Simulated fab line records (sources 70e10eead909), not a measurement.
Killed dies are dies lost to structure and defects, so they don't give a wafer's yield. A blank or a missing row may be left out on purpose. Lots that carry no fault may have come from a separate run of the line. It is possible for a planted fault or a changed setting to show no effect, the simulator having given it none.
Matching of chambers | flow nandHarc | NHARC_A_STAIRCASE_DEP_471 on pecvd-02 has 3 sister chambers
The step deposits SiO2, target thk 100 nm. 5 wafers are shown with their chamber, then 10 later ones without.

## WAFERS, EACH WITH ITS CHAMBER
wafer  | chamber | throttleValvePct (%) | heaterPowerW (W)
L087.1 | 0       | 16.2                 | 688
L089.1 | 1       | 16.1                 | 606
L089.6 | 2       | 15.3                 | 569
L090.2 | 2       | 15.0                 | 572
L090.3 | 1       | 16.0                 | 580

## WAFERS WHOSE CHAMBER IS MISSING
wafer  | throttleValvePct (%) | heaterPowerW (W)
L090.6 | 14.9                 | 562
L092.4 | 16.0                 | 616
L092.5 | 15.9                 | 649
L092.6 | 14.9                 | 592
L093.2 | 16.0                 | 610
L093.3 | 15.1                 | 580
L093.6 | 15.0                 | 585
L094.1 | 16.1                 | 575
L094.3 | 16.1                 | 614
L094.4 | 16.0                 | 621

## THE CHAMBER EACH PASSED THROUGH
wafer  | from the rows above     | in truth
L090.6 | 2                       | 2
L092.4 | 1                       | 1
L092.5 | can't be placed: 0 or 1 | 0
L092.6 | 2                       | 2
L093.2 | 1                       | 1
L093.3 | 2                       | 2
L093.6 | 2                       | 2
L094.1 | 1                       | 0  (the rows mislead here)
L094.3 | 1                       | 1
L094.4 | 1                       | 1
Placed correctly: 8 of 10. Unplaceable from these rows: 1, with the true chamber sitting among the candidates in 1. Wrongly placed: 1.
How it was worked out, from the rows above alone: a wafer's distance from a chamber is the root of the sum, over the readings, of the square of ((its reading less the chamber's mean) divided by the reading's scatter). The wafer belongs to the nearest chamber; if the next one is less than 2 further off, it can't be placed. For every chamber, the mean is computed from those of its wafers that are shown. The scatter: take each reading less its chamber's mean, square it, sum over the shown wafers, divide by the number of wafers less the number of chambers, and take the root.
